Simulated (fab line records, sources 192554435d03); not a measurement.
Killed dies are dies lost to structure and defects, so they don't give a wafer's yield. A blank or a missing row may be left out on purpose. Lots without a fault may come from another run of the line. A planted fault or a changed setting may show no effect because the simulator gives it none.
fab line records | flow n5_finfet
record lots=11 wafers=32 last_day=19
route steps=1938 shown BEOL_M9@1459 BEOL_M10@1470
lots that met no fault: from a run of the same line without faults
start_h: hours from the record's first day to the start of the lot's first wafer shown | wait_h: hours since the lot's step before | " the same as in the row above | L1.1+2: a row that stands for several wafers | - no value, or no start given | * or withheld: withheld | < > ~ a bound
route shown NAME@n: a module of which the file shows steps, and the number in the route of the first | usual: mean/standard deviation of fault-free wafers | same: alike in all rows | chamber/n: place in a boat | sites: the reading at each site | _std_site: their standard deviation | _edge_site: outer sites' mean less inner sites' | radius_mm: how far each site lies from the wafer's centre | mask NAME#n: copy n | behind: the tool/chamber that last shaped the wafer | hold: why the lot was held/for how many hours/how that ended | device: the transistor (n, p or np) that didn't switch | end of line: the same wafers' tests at the end of the route | a step without rows: its recipe alone | killed: dies lost to structure and defects at the first sort, not the wafer's yield | map: a wafer's dies, x killed, . not, _ none there
set.NAME: the setting as run; set.NAME@STEP: as run at that earlier step | model.NAME: the simulator's own value behind a step, which no gauge read
steps of the route over a sample of lots; a table a step, a row a wafer
services: from which hour (start_h, from the record's first day; less than 0 if before it) a tool's chamber was out of use, for how many hours, and why
## steps
# step N5_BEOL_M9_SURFACE_TREAT_79
# recipe gas=Ar time_s=* ion_energy_ev=* ion_current_ma_cm2=0.5 pressure_mtorr=* ar_flow_sccm=30
# usual throttle_valve_pct=*
# columns lot.wafer tool chamber start_h wait_h throttle_valve_pct
L748.2 pvd_sputter-03 - 255.38 0.2 *
L748.5 " - " " *
L748.6 " - " " *
L746.3 pvd_sputter-02 - 258.58 0.2 *
L746.5 " - " " *
L749.1 pvd_sputter-01 - 286.27 0.3 *
L749.3 " - " " *
L749.6 " - " " *
L750.2 pvd_sputter-03 - 286.45 0.2 *
L750.4 " - " " *
L750.5 " - " " *
L751.1 pvd_sputter-01 - 303.02 0.2 *
L751.4 " - " " *
L751.5 " - " " *
L758.4 pvd_sputter-03 - 355.38 1.8 *
L758.5 " - " " *
L758.6 " - " " *
L762.1 pvd_sputter-02 - 360.79 0.2 *
L762.2 " - " " *
L762.3 " - " " *
L760.4 pvd_sputter-03 - 361.35 0.2 *
L760.5 " - " " *
L760.6 " - " " *
L763.1 pvd_sputter-02 - 362.31 0.2 *
L763.3 " - " " *
L763.5 " - " " *
L764.1 pvd_sputter-02 - 389.69 2.6 *
L764.5 " - " " *
L764.6 " - " " *
L765.1 pvd_sputter-03 - 410.14 0.2 *
L765.3 " - " " *
L765.5 " - " " *
# step N5_BEOL_M9_ECD_50
# recipe material=Cu target_thk_a=3180
# columns lot.wafer tool chamber start_h wait_h
L748.2+5+6 ecd_cu-01 1,0,1 255.74 0.1
L746.3+5 ecd_cu-02 0,1 259.19 0.1
L749.1+3+6 ecd_cu-02 1,0,1 287.07 0.1
L750.2+4+5 ecd_cu-01 1,0,1 287.15 0.1
L751.1+4+5 ecd_cu-01 0,1,0 303.66 0.1
L758.4+5+6 ecd_cu-02 1,0,1 355.96 0.1
L762.1+2+3 ecd_cu-01 0,1,1 361.35 0.1
L760.4+5+6 ecd_cu-02 1,1,0 361.74 0.1
L763.1+3+5 ecd_cu-01 0,1,0 362.61 0.1
L764.1+5+6 ecd_cu-01 0,1,0 390.14 0.1
L765.1+3+5 ecd_cu-01 1,0,0 410.47 0.1
# step N5_BEOL_M9_CMP_52
# recipe stop_on=SiCOH_lowk t_overpolish_s=7 down_force_psi=1 platen_rpm=50 clearing_platen_down_force_psi=1.5 clearing_platen_rpm=50 post_cmp_clean=cu_alkaline target_thk_nm=140 clearing_platen_pad_velocity_m_s=0.99484 pad_velocity_m_s=0.99484
# usual motor_current_A=5.9/0.39 pad_life_wafers=1060/560 slurry_filter_dp_kPa=13.51/0.15 time_to_endpoint_s=67/3.5
# columns lot.wafer tool chamber start_h wait_h motor_current_A pad_life_wafers slurry_filter_dp_kPa time_to_endpoint_s
L748.2 cmp-01 3 256.26 0.3 5.6 1611 13.49 68
L748.5 " 0 " " 6.1 - 13.36 67
L748.6 " 1 " " 6.0 - 13.49 70
L746.3 cmp-01 1 259.57 0.2 5.8 1638 13.41 68
L746.5 " 2 " " 6.7 - 13.78 66
L749.3 cmp-01 3 287.59 0.3 5.7 1723 13.62 63
L749.1 " 0 " " 6.0 1724 13.39 66
L749.6 " 3 " " 5.7 - 13.59 64
L750.4 cmp-03 3 287.64 0.1 5.2 1020 13.56 49
L750.2 " 1 " " 6.6 1022 13.40 40
L750.5 " 3 " " 5.2 - 13.27 47
L751.1 cmp-04 2 304.27 0.3 5.4 456 13.47 65
L751.4 " 3 " " 6.3 457 13.53 38
L751.5 " 2 " " 5.4 - 13.48 41
L758.4 cmp-03 1 356.46 0.2 6.2 1551 13.60 64
L758.5 " 2 " " 6.4 - 13.44 72
L758.6 " 3 " " 5.0 - 13.46 75
L762.1 cmp-03 3 362.00 0.3 5.5 1591 13.39 72
L762.2 " 0 " " 5.8 1592 13.41 66
L762.3 " 1 " " 6.2 1593 13.63 64
L760.4 cmp-04 2 362.64 0.2 5.3 903 13.53 66
L760.5 " 3 " " 6.3 - 13.57 64
L760.6 " 0 " " 5.9 - 13.41 66
L763.1 cmp-01 0 363.06 0.3 6.1 198 13.49 67
L763.3 " 2 " " 6.5 200 13.69 73
L763.5 " 1 " " 5.7 - 13.53 67
L764.1 cmp-04 2 390.59 0.3 5.5 1111 13.56 68
L764.6 " 1 " " 5.7 - 13.60 68
L764.5 " 2 " " 5.5 - 13.50 68
L765.3 cmp-03 1 410.88 0.2 5.9 1980 13.50 65
L765.1 " 3 " " 5.7 1982 13.49 67
L765.5 " 1 " " 5.6 - 13.62 64
# step N5_BEOL_M9_DEP_56
# recipe material=SiCN target_thk_a=150 temp_c=withheld precursor=3MS/NH3 pressure_torr=3 rf_w=202 time_s=26.5
# usual showerhead_plenum_p_Torr=3.665/0.016 throttle_valve_pct=9.00/0.3
# columns lot.wafer tool chamber start_h wait_h showerhead_plenum_p_Torr throttle_valve_pct
L748.2 pecvd-04 0 256.50 0.0 3.688 9.69
L748.5 " 0 " " 3.689 9.46
L748.6 " 2 " " 3.684 8.73
L746.3 pecvd-03 2 259.92 0.0 3.632 8.78
L746.5 " 1 " " 3.664 9.27
L749.1 pecvd-03 0 287.93 0.0 3.646 9.10
L749.3 " 0 " " 3.653 8.90
L749.6 " 0 " " 3.658 8.83
L750.2 pecvd-04 2 288.00 0.0 3.681 8.79
L750.4 " 2 " " 3.681 8.81
L750.5 " 0 " " 3.684 9.61
L751.1 pecvd-04 1 304.63 0.0 3.659 9.38
L751.4 " 2 " " 3.680 8.98
L751.5 " 1 " " 3.659 9.45
L758.4 pecvd-02 2 356.72 0.0 3.678 8.80
L758.5 " 0 " " 3.651 9.13
L758.6 " 1 " " 3.664 8.73
L762.1 pecvd-04 1 362.32 0.0 3.661 9.02
L762.2 " 2 " " 3.682 8.58
L762.3 " 0 " " 3.680 9.71
L760.4 pecvd-02 0 362.90 0.0 3.651 9.01
L760.5 " 2 " " 3.678 9.04
L760.6 " 1 " " 3.679 8.79
L763.1 pecvd-02 0 363.42 0.0 3.673 8.92
L763.3 " 1 " " 3.663 8.83
L763.5 " 1 " " 3.663 8.63
L764.1 pecvd-02 2 390.94 0.0 3.683 8.70
L764.5 " 2 " " 3.680 8.88
L764.6 " 0 " " 3.662 9.21
L765.1 pecvd-04 0 411.24 0.0 3.688 9.43
L765.3 " 1 " " 3.661 9.38
L765.5 " 2 " " 3.683 8.92
# step N5_BEOL_M10_ILD_DEP_00
# recipe material=SiCOH_lowk target_thk_a=3085.1 temp_c=300 precursor=DEMS/porogen pressure_torr=5 rf_w=500 time_s=58
# usual heater_power_outer_w=148/25 heater_power_w=320/48 showerhead_plenum_p_Torr=5.730/0.021 throttle_valve_pct=13.5/0.42
# columns lot.wafer tool chamber start_h wait_h heater_power_outer_w heater_power_w showerhead_plenum_p_Torr throttle_valve_pct
L748.2 pecvd-03 2 256.64 0.0 169 358 5.685 13.7
L748.5 " 2 " " 107 290 5.715 13.5
L748.6 " 0 " " 134 259 5.731 13.5
L746.3 pecvd-01 0 260.06 0.0 169 355 5.759 12.5
L746.5 " 0 " " 176 365 5.751 12.7
L749.1 pecvd-02 0 288.08 0.0 153 340 5.730 13.8
L749.3 " 1 " " 146 296 5.735 13.7
L749.6 " 0 " " 152 344 5.731 14.0
L750.2 pecvd-03 2 288.14 0.0 137 324 5.692 13.7
L750.4 " 2 " " 144 340 5.694 13.6
L750.5 " 0 " " 116 240 5.722 13.3
L751.1 pecvd-03 1 304.76 0.0 147 351 5.738 13.8
L751.4 " 1 " " 162 371 5.741 13.4
L751.5 " 2 " " 107 289 5.706 13.5
L758.4 pecvd-01 0 356.87 0.1 171 363 5.757 12.4
L758.5 " 1 " " 137 307 5.707 14.1
L758.6 " 2 " " 93 219 5.708 13.3
L762.1 pecvd-01 0 362.45 0.0 191 368 5.776 12.7
L762.2 " 1 " " 137 301 5.731 14.1
L762.3 " 2 " " 135 272 5.709 13.7
L760.4 pecvd-02 2 363.05 0.1 196 386 5.748 13.4
L760.5 " 0 " " 156 354 5.747 13.9
L760.6 " 1 " " 132 284 5.750 13.5
L763.1 pecvd-01 1 363.56 0.0 118 275 5.735 13.9
L763.3 " 0 " " 200 384 5.768 12.6
L763.5 " 1 " " 121 282 5.723 14.2
L764.1 pecvd-01 0 391.10 0.0 194 371 5.753 12.8
L764.5 " 0 " " 141 309 5.783 12.9
L764.6 " 1 " " 145 313 5.712 14.1
L765.1 pecvd-01 0 411.37 0.0 198 391 5.751 12.9
L765.3 " 1 " " 123 279 5.734 14.1
L765.5 " 2 " " 140 287 5.710 13.8
## services
# columns tool chamber start_h hours kind
ecd_cu-01 - 244.54 1.5 repair
pecvd-04 0 245.24 6.4 repair
ecd_cu-02 - 246.11 0.9 repair
cmp-01 - 246.51 4.5 repair
cmp-04 - 250.04 4.0 pm
pvd_sputter-01 - 264.67 2.1 repair
cmp-03 - 265.54 4.3 pm
cmp-04 - 268.18 0.3 repair
pecvd-03 1 278.44 12.3 repair
pecvd-02 - 299.94 5.5 pm
pecvd-03 0 300.65 12.7 repair
pecvd-01 0 310.77 1.8 repair
pecvd-04 1 321.81 5.6 repair
pecvd-02 - 323.14 0.7 repair
pecvd-01 - 326.53 0.5 repair
pecvd-01 - 330.65 0.3 repair
cmp-04 - 330.66 0.8 repair
pecvd-01 - 332.47 1.4 repair
cmp-01 - 334.09 4.0 pm
cmp-04 - 358.70 1.1 repair
pecvd-02 1 383.62 - clean
pecvd-02 1 383.62 - consumable_replace:showerhead
cmp-03 - 395.81 1.4 repair
pecvd-04 - 398.81 2.8 pm
## key
first_sign step=N5_BEOL_M9_CMP_52 reading=time_to_endpoint_s direction=down sigmas=7 usual=* struck=*
effect none on later readings
met_at N5_BEOL_M9_ECD_50
struck_lots L750,L751
struck_wafers L750.2,L750.4,L750.5,L751.4,L751.5
not_acting_at N5_BEOL_M9_SURFACE_TREAT_79,N5_BEOL_M9_DEP_56,N5_BEOL_M10_ILD_DEP_00
onset_between 255.74 287.15
fault kind=process_parameter_drift tool=ecd_cu-01 chamber=- onset_h=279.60 steps=N5_BEOL_M9_ECD_50 channel=target_thk_a offset=* shape=step end_h=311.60 scope=struck_wafers_only acts_in=* stated=*
